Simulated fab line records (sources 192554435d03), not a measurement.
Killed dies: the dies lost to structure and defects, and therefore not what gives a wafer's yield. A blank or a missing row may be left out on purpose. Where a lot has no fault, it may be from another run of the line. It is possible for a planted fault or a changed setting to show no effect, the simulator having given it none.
fab line records	flow n5_finfet
[record] lots = 11	wafers = 32	last_day = 17
route steps=1938 shown MOL_CONTACT_COAG@578 PASSIVATION@1936
lots untouched by any fault: they come from a run of this same line in which no faults occurred
start_h: the number of hours between the record's first day and the start of the first shown wafer of the lot	wait_h: how many hours have passed since the lot's step before this one	" as in the row above	L1.1+2: one row covering several wafers at once	- no value, or no start was given	* or withheld: withheld	< > ~ a bound
route shown NAME@n: names a module that has steps shown in the file, with the first one's number in the route	usual: mean/standard deviation taken from wafers without a fault	same: alike in all rows	chamber/n: place in a boat	sites: the reading at each site	_std_site: standard deviation of those values	_edge_site: the outer-site mean with the inner-site mean subtracted	radius_mm: how far each site lies from the wafer's centre	mask NAME#n: copy n	behind: the last tool/chamber to shape the wafer	hold: cause of the lot's hold/its duration in hours/its outcome	device: whichever transistor did not switch (one of n, p or np)	end of line: the tests these same wafers got at the end of their route	where a step has no rows: the recipe by itself	killed: the dies lost at the first sort to structure and to defects; this is not the yield of the wafer	map: the dies of a wafer, with x for killed, . for not killed, _ for no die there
set.NAME: the setting as run; set.NAME@STEP: as run at that earlier step	model.NAME: the simulator's own value behind a step, which no gauge read
the route's steps for a sample of lots (tables are steps, rows are wafers)
services: when a tool's chamber went out of use (start_h, in hours from the record's first day, below 0 if earlier), for how many hours, and the reason
[[steps]]
[step N5_MOL_CONTACT_COAG_ETCH_90]
[recipe] chemistry = CF4	target = SiARC	target_depth_a = 130	mask_material = CAR-EUV	time_s = 21.7	ion_energy_ev = 80	pressure_mtorr = 40	source_w = 545	bias_w = 36	Ar_flow_sccm = 100	cf4_flow_sccm = 100	ends = cleared
[usual] bias_w = 36.01/0.12	drypump_motor_current_A = 5.4/0.54	etch_rf_on_time_s = 22.1/0.68	oes_product_au = 0.65/0.082	rf_vpp_V = 183.7/1.3	showerhead_plenum_p_Torr = 2.11/0.069	throttle_valve_pct = 15.58/0.28
lot.wafer	tool	chamber	start_h	wait_h	bias_w	drypump_motor_current_A	etch_rf_on_time_s	oes_product_au	rf_hours_counter_h	rf_vpp_V	showerhead_plenum_p_Torr	throttle_valve_pct
L367.3	rie_diel-04	0	101.64	0.0	35.91	5.4	21.8	0.60	221	182.9	2.12	16.03
L367.4	"	1	"	"	35.87	5.3	22.7	0.57	227	182.4	2.02	15.60
L367.5	"	0	"	"	36.04	5.5	21.8	0.60	-	183.1	2.12	16.04
L368.2	rie_diel-04	2	105.12	0.0	35.99	5.3	21.3	0.63	162	182.6	2.06	15.37
L368.4	"	3	"	"	35.70	4.9	22.5	0.61	171	185.2	2.24	15.93
L368.6	"	1	"	"	35.92	5.4	22.4	0.58	-	182.5	2.02	15.60
L369.2	rie_diel-04	0	112.77	0.0	35.94	5.5	22.1	0.59	225	184.0	2.12	16.03
L369.5	"	3	"	"	35.97	4.8	22.7	0.60	-	185.1	2.24	15.94
L369.6	"	0	"	"	35.85	5.4	21.9	0.60	-	183.4	2.12	16.05
L370.1	rie_diel-04	1	115.06	0.0	36.04	5.3	23.1	0.57	232	182.5	2.01	15.61
L370.2	"	0	"	"	35.93	5.4	22.5	0.59	226	183.4	2.12	16.04
L370.5	"	1	"	"	36.17	5.3	22.9	0.56	-	182.3	2.01	15.62
L371.1	rie_diel-05	3	121.09	0.0	36.11	4.9	20.9	0.65	164	184.2	2.04	15.62
L371.2	"	1	"	"	35.85	6.4	23.0	0.64	149	182.6	2.07	15.68
L371.6	"	1	"	"	36.01	6.4	23.0	0.64	-	183.7	2.07	15.66
L373.1	rie_diel-04	0	132.01	0.0	35.96	5.5	21.9	0.59	234	182.5	2.12	16.06
L373.3	"	2	"	"	36.15	5.3	21.4	0.62	173	183.0	2.05	15.37
L373.5	"	2	"	"	36.14	5.3	21.4	0.62	-	182.7	2.05	15.39
L378.1	rie_diel-04	1	162.47	0.0	36.13	5.3	22.8	0.56	249	182.9	2.01	15.64
L378.6	"	1	"	"	36.03	5.3	22.9	0.56	-	181.4	2.01	15.66
L382.2	rie_diel-01	1	187.20	0.0	36.06	4.7	21.8	0.62	199	187.0	2.21	15.73
L382.5	"	0	"	"	36.05	4.9	22.0	0.80	-	183.6	2.12	15.45
L382.6	"	3	"	"	36.01	4.9	22.1	0.57	-	184.1	2.09	15.51
L383.2	rie_diel-05	2	193.46	0.0	35.86	5.2	21.6	0.71	70	183.8	2.17	15.22
L383.5	"	3	"	"	35.77	4.9	21.3	0.62	-	182.7	2.03	15.67
L383.6	"	2	"	"	36.00	5.2	21.5	0.70	-	184.4	2.17	15.22
L384.4	rie_diel-04	3	199.20	0.0	36.10	4.9	22.5	0.58	-	184.3	2.22	16.00
L384.5	"	2	"	"	36.13	5.3	21.3	0.61	-	184.2	2.04	15.46
L384.6	"	1	"	"	36.04	5.4	22.0	0.78	-	185.5	2.26	15.22
L390.1	rie_diel-01	2	237.34	0.0	36.13	6.3	22.2	0.80	4	183.5	2.09	15.30
L390.2	"	0	"	"	36.11	4.9	21.9	0.75	35	183.3	2.11	15.51
L390.6	"	2	"	"	35.97	6.3	22.2	0.81	-	183.6	2.09	15.30
[step N5_MOL_CONTACT_COAG_ALD_131]
[recipe] material = SiO2	target_thk_a = 50	temp_c = 100	ald_precursor_family = BDEAS	ald_co_reactant = O2-plasma	pulse_time_s = 1	co_reactant_pulse_time_s = 1	purge_time_s = 2	co_reactant_purge_time_s = 2	ald_cycles = 35	pressure_torr = 2
[usual] heater_power_w = 75/6.2	precursor_pulse_height_rel = 1.000/0.021
[same] co_reactant_pulse_time_s = 1
lot.wafer	tool	chamber	start_h	wait_h	heater_power_w	precursor_pulse_height_rel
L367.3	ald_sin-01	2	101.73	0.1	83	0.972
L367.4	"	0	"	"	85	1.002
L367.5	"	2	"	"	83	1.006
L368.2	ald_sin-04	3	105.20	0.1	73	1.019
L368.4	"	0	"	"	74	1.021
L368.6	"	1	"	"	72	0.989
L369.2	ald_sin-04	0	112.85	0.1	72	1.028
L369.5	"	1	"	"	71	1.026
L369.6	"	2	"	"	81	0.996
L370.1	ald_sin-04	1	115.14	0.1	71	1.008
L370.2	"	0	"	"	74	1.029
L370.5	"	2	"	"	81	0.976
L371.1	ald_sin-01	2	121.20	0.1	83	0.978
L371.2	"	1	"	"	69	0.998
L371.6	"	3	"	"	66	0.986
L373.1	ald_sin-02	3	132.09	0.1	64	1.007
L373.3	"	1	"	"	77	0.998
L373.5	"	2	"	"	79	1.024
L378.1	ald_sin-04	3	162.55	0.1	76	1.039
L378.6	"	0	"	"	74	1.005
L382.2	ald_sin-02	3	188.15	0.9	66	0.989
L382.5	"	0	"	"	66	1.008
L382.6	"	1	"	"	75	0.993
L383.2	ald_sin-01	1	193.65	0.2	66	0.997
L383.5	"	0	"	"	85	0.996
L383.6	"	3	"	"	71	1.008
L384.4	ald_sin-02	3	199.25	0.0	65	0.945
L384.5	"	0	"	"	67	0.989
L384.6	"	1	"	"	73	0.999
L390.1	ald_sin-04	1	237.42	0.1	70	0.969
L390.2	"	0	"	"	73	0.999
L390.6	"	0	"	"	74	1.009
[step N5_MOL_CONTACT_COAG_CD_MEAS_137]
[recipe] target_cd_nm = 16
[usual] cd_nm = 16.0/0.41
lot.wafer	tool	chamber	start_h	wait_h	cd_nm
L367.3	cd_sem-02	-	102.41	0.0	15.3
L367.4	"	-	"	"	16.1
L367.5	"	-	"	"	16.0
L368.2	cd_sem-03	-	106.00	0.0	15.6
L368.4	"	-	"	"	16.4
L368.6	"	-	"	"	15.6
L369.2	cd_sem-02	-	113.54	0.0	16.7
L369.5	"	-	"	"	16.3
L369.6	"	-	"	"	16.4
L370.1	cd_sem-01	-	115.81	0.0	15.5
L370.2	"	-	"	"	16.4
L370.5	"	-	"	"	15.7
L371.1	cd_sem-03	-	121.88	0.0	15.5
L371.2	"	-	"	"	16.1
L371.6	"	-	"	"	15.6
L373.1	cd_sem-02	-	132.89	0.0	16.5
L373.3	"	-	"	"	15.8
L373.5	"	-	"	"	16.1
L378.1	cd_sem-01	-	163.32	0.0	16.1
L378.6	"	-	"	"	15.8
L382.2	cd_sem-02	-	188.83	0.0	15.7
L382.5	"	-	"	"	15.8
L382.6	"	-	"	"	16.0
L383.2	cd_sem-03	-	194.33	0.0	16.2
L383.5	"	-	"	"	16.0
L383.6	"	-	"	"	16.3
L384.4	cd_sem-02	-	200.08	0.0	15.6
L384.5	"	-	"	"	16.3
L384.6	"	-	"	"	16.3
L390.1	cd_sem-03	-	238.28	0.0	16.0
L390.2	"	-	"	"	16.0
L390.6	"	-	"	"	15.7
[step N5_MOL_CONTACT_COAG_INSPECT_42]
[recipe] mode = adi	inspect_instrument = brightfield
[usual] raw_defect_count = 194/58
lot.wafer	tool	chamber	start_h	wait_h	raw_defect_count
L367.3	defect_inspect-01	-	102.94	0.0	262
L367.4	"	-	"	"	201
L367.5	"	-	"	"	192
L368.2	defect_inspect-02	-	106.40	0.0	205
L368.4	"	-	"	"	186
L368.6	"	-	"	"	148
L369.2	defect_inspect-01	-	113.95	0.0	157
L369.5	"	-	"	"	166
L369.6	"	-	"	"	157
L370.1	defect_inspect-01	-	116.22	0.1	125
L370.2	"	-	"	"	129
L370.5	"	-	"	"	180
L371.1	defect_inspect-02	-	122.41	0.1	208
L371.2	"	-	"	"	155
L371.6	"	-	"	"	206
L373.1	defect_inspect-01	-	133.30	0.1	152
L373.3	"	-	"	"	202
L373.5	"	-	"	"	133
L378.1	defect_inspect-02	-	163.73	0.1	160
L378.6	"	-	"	"	209
L382.2	defect_inspect-02	-	189.36	0.0	1294
L382.5	"	-	"	"	1263
L382.6	"	-	"	"	1242
L383.2	defect_inspect-02	-	194.86	0.0	305
L383.5	"	-	"	"	258
L383.6	"	-	"	"	267
L384.4	defect_inspect-01	-	200.48	0.0	1162
L384.5	"	-	"	"	1180
L384.6	"	-	"	"	1194
L390.1	defect_inspect-01	-	238.68	0.1	122
L390.2	"	-	"	"	162
L390.6	"	-	"	"	108
[step N5_MOL_CONTACT_COAG_ETCHBACK_134]
[recipe] chemistry = CHF3	target = SiO2	target_depth_a = 100	time_s = 6.7	ion_energy_ev = 200	pressure_mtorr = 30	source_w = 610	bias_w = 170	Ar_flow_sccm = 200	CHF3_flow_sccm = 50
[usual] bias_w = 169.9/0.55	drypump_motor_current_A = 5.3/0.58	oes_product_au = 0.77/0.1	rf_vpp_V = 526/16	showerhead_plenum_p_Torr = 2.35/0.075	throttle_valve_pct = 18.66/0.29
lot.wafer	tool	chamber	start_h	wait_h	bias_w	drypump_motor_current_A	oes_product_au	rf_hours_counter_h	rf_vpp_V	showerhead_plenum_p_Torr	throttle_valve_pct
L367.3	rie_diel-04	0	103.52	0.2	169.3	5.5	0.70	222	532	2.35	19.10
L367.4	"	2	"	"	169.1	5.3	0.73	161	508	2.28	18.42
L367.5	"	1	"	"	168.5	5.4	0.68	-	533	2.24	18.62
L368.2	rie_diel-01	3	107.71	0.1	170.4	4.8	0.69	223	528	2.33	18.44
L368.4	"	3	"	"	169.1	4.9	0.69	-	527	2.33	18.46
L368.6	"	0	"	"	169.2	4.9	0.68	-	549	2.35	18.85
L369.2	rie_diel-04	1	114.55	0.1	170.1	5.3	0.67	232	534	2.23	18.63
L369.5	"	3	"	"	170.3	4.8	0.71	-	556	2.48	19.01
L369.6	"	0	"	"	170.6	5.5	0.69	-	533	2.35	19.11
L370.1	rie_diel-05	1	117.21	0.1	168.9	6.4	0.75	146	530	2.30	18.79
L370.2	"	0	"	"	170.4	6.0	0.66	249	531	2.33	18.60
L370.5	"	0	"	"	169.3	6.0	0.66	-	530	2.33	18.61
L371.1	rie_diel-05	1	124.54	0.7	169.6	6.4	0.75	151	530	2.30	18.80
L371.2	"	3	"	"	170.2	4.8	0.76	166	503	2.29	18.82
L371.6	"	1	"	"	170.5	6.4	0.75	-	529	2.30	18.80
L373.1	rie_diel-04	0	133.65	0.1	169.7	5.5	0.69	235	533	2.35	19.13
L373.3	"	2	"	"	169.5	5.3	0.73	174	508	2.28	18.44
L373.5	"	3	"	"	170.0	4.8	0.71	-	555	2.48	19.04
L378.1	rie_diel-05	2	164.07	0.1	170.4	5.2	0.83	62	526	2.41	18.32
L378.6	"	0	"	"	169.8	6.0	0.95	-	530	2.33	18.23
L382.2	rie_diel-05	1	189.71	0.1	171.0	6.4	0.74	174	528	2.29	18.83
L382.5	"	3	"	"	170.1	4.9	0.73	-	503	2.28	18.87
L382.6	"	0	"	"	169.7	5.9	0.93	-	530	2.33	18.26
L383.2	rie_diel-05	0	195.21	0.1	171.5	5.9	0.93	16	531	2.32	18.25
L383.5	"	2	"	"	170.3	5.2	0.83	-	527	2.41	18.33
L383.6	"	1	"	"	170.0	6.4	0.72	-	529	2.29	18.84
L384.4	rie_diel-05	2	201.54	0.8	169.6	5.2	0.83	74	528	2.41	18.34
L384.5	"	2	"	"	170.1	5.2	0.83	-	527	2.41	18.35
L384.6	"	3	"	"	170.0	4.9	0.72	-	503	2.28	18.86
L390.1	rie_diel-05	1	239.19	0.3	171.0	6.4	0.71	191	529	2.29	18.86
L390.2	"	3	"	"	168.7	4.9	0.71	207	501	2.27	18.89
L390.6	"	1	"	"	170.3	6.4	0.72	-	529	2.29	18.85
[step N5_PASSIVATION_PROBE_49]
[usual] killed_at_M0_to_M3 = 35/11	killed_at_M4_up = 13/5.7	killed_at_contacts = 12/5.7	killed_at_front_end = 40/11	killed_at_other = 4/4.4	killed_dies = 105/18	killed_open = 68/14	killed_short = 34/7.4
[same] gross_dies = 1180	killed_at_back_side = 0
lot.wafer	tool	chamber	start_h	wait_h	killed_at_M0_to_M3	killed_at_M4_up	killed_at_contacts	killed_at_front_end	killed_at_other	killed_dies	killed_open	killed_short
L382.2	prober-02	-	345.61	0.1	28	4	72	30	9	143	42	34
L382.5	prober-02	-	345.76	0.2	21	9	157	35	1	223	43	33
L382.6	prober-02	-	345.81	0.3	23	9	145	26	12	215	46	27
L384.4	prober-02	-	363.79	0.6	35	6	70	27	13	151	46	30
L384.5	prober-02	-	363.84	0.7	30	4	158	26	2	220	52	25
L384.6	prober-02	-	363.89	0.7	44	9	152	34	39	278	52	40
// killed by level:class
L382.2 MOL_CONTACT_COAG:unspecified=64 BEOL_M0_SAQP:geometric_particle:short=9 STI_FIN_REVEAL:geometric_particle:open=8 MOL_CONTACT_COAG:geometric_particle:open=6 BEOL_M3:geometric_particle:open=6 GATE_CUT:geometric_particle:short=5 MIM_TOP_ETCH:geometric_particle:open=4 STI_FIN_REVEAL:geometric_particle:short=3
L382.5 MOL_CONTACT_COAG:unspecified=147 FIN_SAQP:geometric_particle:short=11 MOL_CONTACT_COAG:geometric_particle:open=8 GATE_CUT:geometric_particle:open=7 BEOL_M0_SAQP:geometric_particle:short=5 BEOL_M0_SAQP:geometric_particle:open=5 DUMMY_GATE:geometric_particle:open=4 BEOL_M2:geometric_particle:open=4
L382.6 MOL_CONTACT_COAG:unspecified=135 MIM_TOP_ETCH:area_etch=7 MOL_CONTACT_COAG:geometric_particle:open=6 BEOL_M2:geometric_particle:open=6 ILD0:geometric_particle:short=4 MOL_CONTACT_COAG:geometric_particle:short=4 BEOL_M0_SAQP:geometric_particle:open=4 BEOL_M1:geometric_particle:open=4
L384.4 MOL_CONTACT_COAG:unspecified=63 BEOL_M0_SAQP:geometric_particle:short=8 BEOL_M0_SAQP:geometric_particle:open=8 BEOL_M1:geometric_particle:open=7 MOL_CONTACT_COAG:geometric_particle:open=6 BEOL_M2:geometric_particle:open=5 MIM_TOP_ETCH:area_etch=5 HKMG_FIN:area_etch=5
L384.5 MOL_CONTACT_COAG:unspecified=141 MOL_CONTACT_COAG:geometric_particle:open=14 BEOL_M0_SAQP:geometric_particle:open=7 DUMMY_GATE:geometric_particle:open=6 BEOL_M0_SAQP:geometric_particle:short=6 BEOL_M1:geometric_particle:open=6 STI_FIN_REVEAL:geometric_particle:open=4 BEOL_M1:geometric_particle:short=4
L384.6 MOL_CONTACT_COAG:unspecified=144 PASSIVATION:area_etch=32 BEOL_M0_SAQP:geometric_particle:short=16 BEOL_M0_SAQP:geometric_particle:open=14 BEOL_M2:geometric_particle:open=7 MOL_CONTACT_COAG:geometric_particle:open=7 HKMG_FIN:area_etch=5 STI_FIN_REVEAL:geometric_particle:open=4
[[services]]
tool	chamber	start_h	hours	kind
ald_sin-01	0	80.20	20.4	repair
ald_sin-04	-	85.70	14.0	pm
rie_diel-01	-	102.19	4.3	pm
rie_diel-01	2	107.31	5.2	repair
rie_diel-05	0	119.05	-	clean
rie_diel-05	0	119.05	-	consumable_replace:focus_ring
rie_diel-05	2	120.99	4.6	repair
ald_sin-01	1	129.96	14.0	repair
ald_sin-02	1	152.20	10.6	repair
rie_diel-04	1	152.74	6.5	repair
rie_diel-04	1	165.36	-	clean
rie_diel-04	1	165.36	-	consumable_replace:focus_ring
rie_diel-04	1	165.36	-	consumable_replace:showerhead
rie_diel-04	1	165.36	12.3	scheduled_down
rie_diel-04	1	165.36	12.3	vent_cycle
ald_sin-01	-	176.92	14.0	pm
rie_diel-04	0	177.71	-	clean
rie_diel-04	0	177.71	-	consumable_replace:focus_ring
rie_diel-04	0	177.71	25.2	scheduled_down
rie_diel-04	0	177.71	25.2	vent_cycle
ald_sin-01	-	214.57	0.5	repair
ald_sin-02	2	215.11	8.9	repair
ald_sin-01	-	218.36	6.1	pm
ald_sin-02	3	233.26	14.0	repair
[[key]]
[first_sign] step = N5_MOL_CONTACT_COAG_INSPECT_42	reading = raw_defect_count	direction = up	sigmas = 18	usual = 194	struck = 1222
[effect] step = N5_PASSIVATION_PROBE_49	reading = killed_at_contacts	direction = up	sigmas = 20	usual = 12	struck = 126
[more_kills_born_at] N5_MOL_CONTACT_COAG_ALD_131@ald_sin-02 = 693
met_at N5_MOL_CONTACT_COAG_ALD_131
struck_lots L382,L384
tester_left_out L382,L384
[baseline_loss] step = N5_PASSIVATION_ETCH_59	wafers = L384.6
not_acting_at N5_MOL_CONTACT_COAG_ETCH_90,N5_MOL_CONTACT_COAG_CD_MEAS_137,N5_MOL_CONTACT_COAG_ETCHBACK_134
onset_between 132.09 188.15
[fault] kind = chamber_particle_source	tool = ald_sin-02	chamber = -	onset_h = 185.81	steps = N5_MOL_CONTACT_COAG_ALD_131	rate_per_visit_cm2 = 1.7094	end_h = 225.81
// tester_left_out: of these lots the tester's yield and bins aren't shown, on N5 and GAA mostly nor the transistor test; their killed dies are dies lost to structure and defects alone, not to doping, threshold or leakage, so they don't give the yield
// baseline_loss: these wafers lose ten dies or more at that step, a loss of the line's own and not of a fault; the sort's usual values leave them out
